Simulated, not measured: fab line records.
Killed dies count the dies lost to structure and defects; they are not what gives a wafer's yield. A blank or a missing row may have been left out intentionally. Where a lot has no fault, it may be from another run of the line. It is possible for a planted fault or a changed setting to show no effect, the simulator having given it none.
fab line records	flow nand-harc
record lots=13	wafers=39	last-day=34
route steps=1302 shown A_BLC@1120 A_M0@1144
lots untouched by any fault: they come from a run of this same line in which no faults occurred
start-h: the number of hours between the record's first day and the start of the first shown wafer of the lot	wait-h: hours since the lot's step before	" identical to the entry in the row above	L1.1+2: one row covering several wafers at once	- either no value or no given start	* or withheld: withheld	< > ~ a bound
route shown NAME@n: names a module that has steps shown in the file, with the first one's number in the route	usual: average and standard deviation across the fault-free wafers	same: alike in all rows	chamber/n: place in a boat	sites: the reading at each site	_std_site: how widely they spread, as a standard deviation	_edge_site: the outer-site mean with the inner-site mean subtracted	radius-mm: for every site, how far away it sits from the centre of the wafer	mask NAME#n: copy n	behind: the tool/chamber that last shaped the wafer	hold: why the lot was held/for how many hours/how that ended	device: transistor that didn't switch, given as n, p or np	end of line: tests of these same wafers at the route's end	for a step that has no rows: nothing shown but its recipe	killed: at the first sort, the dies lost to defects and structure; wafer yield is something else	map: a wafer's dies, x killed, . not, _ none there
set.NAME: the setting the step ran with; set.NAME@STEP: the setting that earlier step ran with	model.NAME: the simulator's own value behind a step, which no gauge read
route steps across a sampled set of lots; one table per step, one row per wafer
services: when a tool's chamber went out of use (start-h, in hours from the record's first day, below 0 if earlier), for how many hours, and the reason
## steps
# step NHARC_A_BLC_DESCUM_15
# recipe time-s=3	o2-flow-sccm=200	ar-flow-sccm=0	bias-power-w=0	chemistry=O2
# usual drypump-motor-current-A=5.6/0.39	oes-product-au=0.998/0.0086	rf-vpp-V=57.6/0.89	showerhead-plenum-p-Torr=1.88/0.079	throttle-valve-pct=11.312/0.0094
# same time-s=3
lot.wafer	tool	chamber	start-h	wait-h	drypump-motor-current-A	oes-product-au	rf-hours-counter-h	rf-vpp-V	showerhead-plenum-p-Torr	throttle-valve-pct
L767.2	rie-diel-13	1	517.29	0.1	5.6	1.003	15	58.0	1.83	11.311
L767.4	"	2	"	"	5.8	1.002	15	56.8	1.97	11.302
L767.5	"	2	"	"	5.8	1.012	-	59.4	1.97	11.310
L768.4	rie-diel-07	2	536.88	0.1	5.2	1.005	2	58.5	1.79	11.306
L768.2	"	1	"	"	4.9	0.999	2	59.5	1.81	11.316
L768.5	"	2	"	"	5.2	0.998	-	56.8	1.79	11.293
L770.1	rie-diel-13	0	548.05	0.1	6.0	0.994	2	58.6	1.96	11.317
L770.4	"	0	"	"	6.0	1.011	-	57.3	1.96	11.314
L770.6	"	1	"	"	5.6	1.001	-	58.0	1.83	11.300
L772.4	rie-diel-07	1	548.23	0.1	4.9	1.007	4	57.5	1.81	11.321
L772.5	"	3	"	"	5.6	0.985	-	58.3	1.81	11.325
L772.6	"	0	"	"	5.3	0.983	-	56.0	1.78	11.299
L771.1	rie-diel-05	0	552.95	0.1	6.7	0.980	42	57.2	1.76	11.296
L771.3	"	1	"	"	6.2	0.989	48	57.8	1.97	11.303
L771.5	"	1	"	"	6.2	0.980	-	56.4	1.97	11.320
L769.1	rie-diel-13	2	554.44	0.1	5.8	1.001	1	56.6	1.97	11.314
L769.2	"	0	"	"	6.0	1.003	3	58.0	1.96	11.295
L769.6	"	1	"	"	5.6	0.993	-	57.3	1.83	11.311
L773.4	rie-diel-07	2	580.78	0.1	5.2	1.003	5	57.2	1.79	11.306
L773.2	"	1	"	"	4.9	1.000	5	58.0	1.81	11.321
L773.5	"	2	"	"	5.3	1.009	-	57.5	1.79	11.303
L775.1	rie-diel-13	2	590.84	0.1	5.8	1.006	6	58.5	1.97	11.312
L775.3	"	0	"	"	6.0	0.992	8	55.8	1.96	11.330
L775.4	"	0	"	"	6.0	0.987	-	58.0	1.96	11.321
L778.1	rie-diel-13	2	632.11	0.1	5.8	1.003	9	57.8	1.97	11.315
L778.2	"	0	"	"	6.0	1.000	11	59.5	1.96	11.303
L778.6	"	2	"	"	5.8	0.996	-	59.4	1.97	11.314
L785.1	rie-diel-07	0	697.80	0.1	5.3	1.000	4	56.4	1.77	11.305
L785.5	"	2	"	"	5.2	1.004	-	57.5	1.79	11.319
L785.4	"	0	"	"	5.3	1.005	-	56.9	1.77	11.320
L786.2	rie-diel-07	2	712.29	0.1	5.2	1.002	5	58.1	1.79	11.299
L786.4	"	0	"	"	5.3	0.999	-	59.1	1.77	11.307
L786.5	"	1	"	"	4.9	1.003	-	56.4	1.81	11.309
L788.4	rie-diel-13	0	723.40	0.1	6.0	0.986	2	57.9	1.95	11.310
L788.6	"	3	"	"	5.7	1.008	-	58.6	1.88	11.314
L788.5	"	0	"	"	6.0	0.986	-	58.0	1.95	11.298
L790.2	rie-diel-13	0	763.14	0.1	6.0	0.978	6	58.8	1.95	11.315
L790.1	"	2	"	"	5.9	1.012	6	56.3	1.96	11.301
L790.5	"	0	"	"	6.0	0.985	-	59.0	1.95	11.317
# step NHARC_A_BLC_ETCH_16
# recipe target-depth-a=390	over-etch-frac=0.3	time-s=65	ion-energy-ev=80	cf4-flow-sccm=150	ar-flow-sccm=0	rf-w=300	bias-w=100	chemistry=CF4
# usual bias-w=100.00/0.27	drypump-motor-current-A=5.6/0.39	oes-product-au=0.999/0.009	rf-vpp-V=150.9/1.2	showerhead-plenum-p-Torr=1.74/0.069	throttle-valve-pct=13.283/0.0099
# same time-s=65
lot.wafer	tool	chamber	start-h	wait-h	bias-w	drypump-motor-current-A	oes-product-au	rf-hours-counter-h	rf-vpp-V	showerhead-plenum-p-Torr	throttle-valve-pct
L767.4	rie-diel-13	1	517.38	0.1	100.13	5.6	0.996	15	151.2	1.70	13.272
L767.2	"	3	"	"	100.06	5.7	0.992	15	152.2	1.74	13.297
L767.5	"	1	"	"	100.64	5.6	0.998	-	150.9	1.70	13.289
L768.4	rie-diel-07	2	536.96	0.1	100.50	5.2	1.003	2	149.6	1.66	13.295
L768.2	"	1	"	"	100.06	4.9	1.002	2	148.7	1.68	13.301
L768.5	"	2	"	"	99.79	5.2	1.010	-	150.1	1.66	13.300
L770.1	rie-diel-13	1	548.20	0.1	99.89	5.6	1.004	2	150.9	1.70	13.274
L770.4	"	0	"	"	100.05	6.0	1.011	-	151.9	1.81	13.272
L770.6	"	0	"	"	100.27	5.9	1.000	-	152.1	1.81	13.271
L772.4	rie-diel-07	1	548.32	0.1	100.41	4.9	1.007	4	149.4	1.68	13.287
L772.6	"	2	"	"	99.90	5.3	1.009	-	149.1	1.66	13.291
L772.5	"	3	"	"	100.10	5.6	0.991	-	148.4	1.68	13.275
L771.3	rie-diel-05	0	553.09	0.1	100.00	6.7	0.985	42	150.3	1.64	13.281
L771.1	"	1	"	"	100.13	6.2	0.973	48	152.5	1.82	13.263
L771.5	"	1	"	"	100.00	6.2	0.983	-	151.6	1.82	13.282
L769.1	rie-diel-13	0	554.54	0.1	99.59	6.0	1.007	3	152.5	1.81	13.282
L769.2	"	2	"	"	99.89	5.8	1.000	1	151.0	1.82	13.269
L769.6	"	1	"	"	99.73	5.6	0.994	-	150.7	1.70	13.282
L773.4	rie-diel-07	0	580.87	0.1	100.29	5.3	0.968	5	150.8	1.65	13.273
L773.2	"	2	"	"	99.95	5.3	0.995	5	149.2	1.66	13.295
L773.5	"	0	"	"	100.00	5.3	0.985	-	149.3	1.65	13.281
L775.3	rie-diel-13	2	590.95	0.1	100.24	5.8	1.010	6	150.4	1.82	13.282
L775.1	"	1	"	"	99.86	5.6	0.990	7	150.0	1.70	13.289
L775.4	"	0	"	"	99.91	5.9	0.996	-	152.5	1.81	13.293
L778.2	rie-diel-13	2	632.20	0.1	100.32	5.8	0.996	9	153.2	1.82	13.284
L778.1	"	1	"	"	100.36	5.6	0.990	10	151.1	1.70	13.274
L778.6	"	1	"	"	99.81	5.6	0.996	-	150.1	1.70	13.287
L785.1	rie-diel-07	1	697.89	0.1	99.80	4.9	1.006	4	149.8	1.68	13.295
L785.5	"	0	"	"	100.49	5.3	0.991	-	150.0	1.65	13.282
L785.4	"	1	"	"	99.89	4.9	0.996	-	149.7	1.68	13.264
L786.2	rie-diel-07	2	712.38	0.1	99.75	5.3	1.005	5	149.2	1.66	13.280
L786.4	"	0	"	"	100.05	5.3	0.997	-	150.3	1.65	13.283
L786.5	"	2	"	"	99.74	5.2	1.001	-	151.0	1.66	13.273
L788.4	rie-diel-13	1	723.49	0.1	99.83	5.6	0.987	2	150.8	1.70	13.298
L788.6	"	3	"	"	99.87	5.7	1.003	-	151.0	1.74	13.288
L788.5	"	0	"	"	99.86	6.0	0.975	-	152.8	1.80	13.300
L790.2	rie-diel-13	2	763.23	0.1	100.10	5.8	1.012	6	151.0	1.81	13.265
L790.1	"	3	"	"	99.91	5.7	1.007	6	151.0	1.74	13.268
L790.5	"	1	"	"	99.76	5.6	0.995	-	150.4	1.70	13.270
# step NHARC_A_BLC_ETCH_17
# recipe target-depth-a=3900	over-etch-frac=0.25	time-s=609.38	ion-energy-ev=200	n2-flow-sccm=150	h2-flow-sccm=150	ar-flow-sccm=0	rf-w=400	bias-w=150	chemistry=N2/H2
# usual bias-w=150.0/0.4	drypump-motor-current-A=5.6/0.39	oes-product-au=0.999/0.0083	rf-vpp-V=429.6/2.5	showerhead-plenum-p-Torr=2.00/0.085	throttle-valve-pct=14.170/0.0093
# same time-s=609.38
lot.wafer	tool	chamber	start-h	wait-h	bias-w	drypump-motor-current-A	oes-product-au	rf-hours-counter-h	rf-vpp-V	showerhead-plenum-p-Torr	throttle-valve-pct
L767.2	rie-diel-13	3	-	-	149.9	5.7	0.995	15	431.0	2.01	14.165
L767.4	"	0	"	"	149.9	6.0	1.004	15	430.7	2.09	14.177
L767.5	"	3	"	"	150.3	5.7	0.987	-	429.0	2.01	14.151
L768.4	rie-diel-07	1	-	-	149.6	4.9	1.007	3	428.4	1.93	14.170
L768.2	"	2	"	"	150.2	5.2	0.996	2	426.7	1.90	14.176
L768.5	"	1	"	"	150.5	4.9	1.000	-	429.0	1.93	14.168
L770.1	rie-diel-13	0	548.32	0.1	150.4	6.0	1.009	2	431.7	2.09	14.159
L770.4	"	1	"	"	149.3	5.6	0.993	-	428.4	1.95	14.173
L770.6	"	0	"	"	149.5	6.0	1.002	-	431.1	2.09	14.160
L772.4	rie-diel-07	1	-	-	149.7	4.9	1.002	4	427.7	1.93	14.183
L772.6	"	0	"	"	150.0	5.3	0.987	-	426.4	1.89	14.160
L772.5	"	1	"	"	149.8	4.9	1.001	-	428.6	1.93	14.163
L771.1	rie-diel-05	2	-	-	150.0	5.8	0.995	50	429.2	1.96	14.171
L771.3	"	3	"	"	150.1	5.2	1.004	44	430.9	2.04	14.177
L771.5	"	1	"	"	149.5	6.2	0.992	-	433.0	2.11	14.183
L769.2	rie-diel-13	2	-	-	149.7	5.8	1.001	1	433.8	2.10	14.167
L769.1	"	0	"	"	150.2	6.0	1.003	3	433.6	2.09	14.169
L769.6	"	1	"	"	150.2	5.6	1.002	-	427.3	1.95	14.172
L773.4	rie-diel-07	2	-	-	150.8	5.3	1.000	5	427.1	1.90	14.175
L773.2	"	0	"	"	150.2	5.3	0.979	6	426.0	1.89	14.162
L773.5	"	3	"	"	150.0	5.6	0.983	-	427.6	1.93	14.171
L775.1	rie-diel-13	0	-	-	149.5	6.0	0.983	8	431.6	2.09	14.172
L775.3	"	1	"	"	150.6	5.6	0.992	7	428.1	1.95	14.177
L775.4	"	1	"	"	150.3	5.6	0.982	-	428.3	1.95	14.165
L778.2	rie-diel-13	0	-	-	150.2	6.0	1.007	11	432.6	2.09	14.173
L778.1	"	1	"	"	149.5	5.6	1.012	10	429.5	1.95	14.168
L778.6	"	1	"	"	149.5	5.6	0.999	-	428.1	1.95	14.169
L785.1	rie-diel-07	2	-	-	150.0	5.2	1.009	4	427.5	1.90	14.175
L785.4	"	1	"	"	150.9	4.9	1.003	-	426.8	1.92	14.168
L785.5	"	2	"	"	150.4	5.2	1.002	-	427.7	1.90	14.168
L786.2	rie-diel-07	0	-	-	150.2	5.3	1.000	6	426.0	1.88	14.155
L786.4	"	1	"	"	150.0	4.9	1.003	-	426.3	1.92	14.174
L786.5	"	0	"	"	150.0	5.3	0.995	-	425.8	1.89	14.178
L788.4	rie-diel-13	2	-	-	149.7	5.8	1.016	2	430.8	2.10	14.180
L788.6	"	0	"	"	150.3	5.9	0.987	-	432.9	2.08	14.160
L788.5	"	1	"	"	149.6	5.6	1.000	-	428.2	1.95	14.170
L790.1	rie-diel-13	3	-	-	149.8	5.7	0.999	7	429.4	2.00	14.185
L790.2	"	1	"	"	149.6	5.6	0.991	6	428.8	1.95	14.163
L790.5	"	3	"	"	150.1	5.7	0.995	-	430.7	2.00	14.175
# step NHARC_A_M0_EXPOSE_06
# recipe na=1.35	target-cd-nm=80	dose-mj=83.25	mask-id=A_M0
# usual exposure-dose-mJ-cm2=83.17/0.072
lot.wafer	tool	chamber	start-h	wait-h	mask	exposure-dose-mJ-cm2
L767.2	arfi-scanner-02	0	521.09	-	A_M0#0	83.16
L767.4	"	0	"	"	A_M0#0	83.14
L767.5	"	0	"	"	A_M0#0	83.09
L768.2	arfi-scanner-01	0	540.64	-	A_M0#0	83.27
L768.4	"	0	"	"	A_M0#0	83.29
L768.5	"	0	"	"	A_M0#0	83.23
L772.4	arfi-scanner-02	0	551.95	-	A_M0#0	83.31
L772.5	"	0	"	"	A_M0#0	83.25
L772.6	"	0	"	"	A_M0#0	83.26
L770.1	arfi-scanner-01	0	552.45	-	A_M0#0	83.15
L770.4	"	0	"	"	A_M0#0	83.24
L770.6	"	0	"	"	A_M0#0	83.19
L771.1	arfi-scanner-03	0	556.73	-	A_M0#0	83.28
L771.3	"	0	"	"	A_M0#0	83.18
L771.5	"	0	"	"	A_M0#0	83.21
L769.1	arfi-scanner-03	0	558.20	-	A_M0#0	83.16
L769.2	"	0	"	"	A_M0#0	83.23
L769.6	"	0	"	"	A_M0#0	83.26
L773.2	arfi-scanner-02	0	584.49	-	A_M0#0	83.12
L773.4	"	0	"	"	A_M0#0	83.05
L773.5	"	0	"	"	A_M0#0	83.14
L775.1	arfi-scanner-03	0	594.72	-	A_M0#0	83.13
L775.3	"	0	"	"	A_M0#0	83.27
L775.4	"	0	"	"	A_M0#0	83.30
L778.1	arfi-scanner-02	0	636.42	-	A_M0#0	84.09
L778.2	"	0	"	"	A_M0#0	84.10
L778.6	"	0	"	"	A_M0#0	84.11
L785.1	arfi-scanner-02	0	701.69	-	A_M0#0	83.16
L785.4	"	0	"	"	A_M0#0	83.20
L785.5	"	0	"	"	A_M0#0	83.19
L786.2	arfi-scanner-01	0	716.15	-	A_M0#0	83.21
L786.4	"	0	"	"	A_M0#0	83.20
L786.5	"	0	"	"	A_M0#0	83.23
L788.4	arfi-scanner-03	0	727.16	-	A_M0#0	83.25
L788.5	"	0	"	"	A_M0#0	83.19
L788.6	"	0	"	"	A_M0#0	83.22
L790.1	arfi-scanner-01	0	766.85	-	A_M0#0	83.19
L790.2	"	0	"	"	A_M0#0	83.10
L790.5	"	0	"	"	A_M0#0	83.06
# step NHARC_A_M0_CD_MEAS_09
# recipe target-cd-nm=80	landing-energy-ev=500
# usual cd-nm=79.7/0.6
lot.wafer	tool	chamber	start-h	wait-h	cd-nm
L767.2	cd-sem-01	0	521.23	-	80.0
L767.4	"	0	"	"	80.7
L767.5	"	0	"	"	80.2
L768.2	cd-sem-03	0	540.78	-	78.6
L768.4	"	0	"	"	79.9
L768.5	"	0	"	"	79.4
L772.4	cd-sem-01	0	552.09	-	80.1
L772.5	"	0	"	"	80.0
L772.6	"	0	"	"	80.0
L770.1	cd-sem-01	0	552.59	-	79.4
L770.4	"	0	"	"	80.4
L770.6	"	0	"	"	80.1
L771.1	cd-sem-01	0	556.87	-	78.4
L771.3	"	0	"	"	79.7
L771.5	"	0	"	"	79.7
L769.1	cd-sem-01	0	558.34	-	80.1
L769.2	"	0	"	"	80.2
L769.6	"	0	"	"	80.4
L773.2	cd-sem-03	0	584.62	-	79.0
L773.4	"	0	"	"	78.8
L773.5	"	0	"	"	78.6
L775.1	cd-sem-02	0	594.86	-	78.1
L775.3	"	0	"	"	79.8
L775.4	"	0	"	"	79.1
L778.1	cd-sem-01	0	636.56	-	77.8
L778.2	"	0	"	"	72.7
L778.6	"	0	"	"	74.0
L785.1	cd-sem-03	0	701.83	-	79.8
L785.4	"	0	"	"	79.2
L785.5	"	0	"	"	80.5
L786.2	cd-sem-03	0	716.29	-	79.5
L786.4	"	0	"	"	79.1
L786.5	"	0	"	"	79.5
L788.4	cd-sem-01	0	727.29	-	79.8
L788.5	"	0	"	"	79.1
L788.6	"	0	"	"	78.8
L790.1	cd-sem-03	0	766.99	-	79.6
L790.2	"	0	"	"	80.1
L790.5	"	0	"	"	79.5
## services
tool	chamber	start-h	hours	kind
rie-diel-05	-	508.42	0.2	repair
arfi-scanner-02	-	508.54	1.0	repair
rie-diel-13	-	519.00	9.0	pm
arfi-scanner-03	-	540.00	4.0	pm
rie-diel-13	2	540.48	8.0	repair
arfi-scanner-02	-	542.38	1.1	repair
rie-diel-13	3	545.05	89.9	repair
arfi-scanner-01	-	557.79	2.3	repair
rie-diel-05	-	567.52	0.6	repair
arfi-scanner-02	-	570.21	0.4	repair
rie-diel-05	1	583.19	7.0	repair
rie-diel-05	-	583.98	9.0	pm
arfi-scanner-01	-	602.08	4.0	pm
arfi-scanner-03	-	604.36	20.6	repair
arfi-scanner-02	-	613.44	18.6	repair
arfi-scanner-02	-	647.67	0.7	repair
rie-diel-07	-	648.28	9.0	pm
arfi-scanner-02	-	656.00	4.0	pm
rie-diel-07	3	663.46	70.0	repair
arfi-scanner-01	-	674.90	6.4	repair
rie-diel-13	-	696.00	9.0	pm
rie-diel-05	-	702.11	0.9	repair
arfi-scanner-03	-	712.00	4.0	pm
rie-diel-05	3	731.64	7.7	repair
## key
first-sign step=NHARC_A_M0_EXPOSE_06	reading=exposure-dose-mJ-cm2	direction=up	sigmas=13	usual=83.17	struck=84.10
effect step=NHARC_A_M0_CD_MEAS_09	reading=cd-nm	direction=down	sigmas=8	usual=79.7	struck=74.8	through=control-loop
met-at NHARC_A_M0_EXPOSE_06
struck-lots L778
sort-left-out L778.1,L778.2,L778.6
loop-trim step=NHARC_A_M0_EXPOSE_06	setting=dose	lots=L778
not-acting-at NHARC_A_BLC_DESCUM_15,NHARC_A_BLC_ETCH_16,NHARC_A_BLC_ETCH_17
onset-between 584.49 636.42
fault kind=process-parameter-drift	tool=arfi-scanner-02	chamber=-	onset-h=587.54	steps=NHARC_A_M0_EXPOSE_06	channel=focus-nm	offset=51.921	spread-by-wafer=0.3	shape=step	end-h=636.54
# sort-left-out: the simulated sort isn't trusted on such a fault, so these wafers' sort isn't shown, and their yield isn't known
# loop-trim: a control loop set the setting to another value than it would have without faults
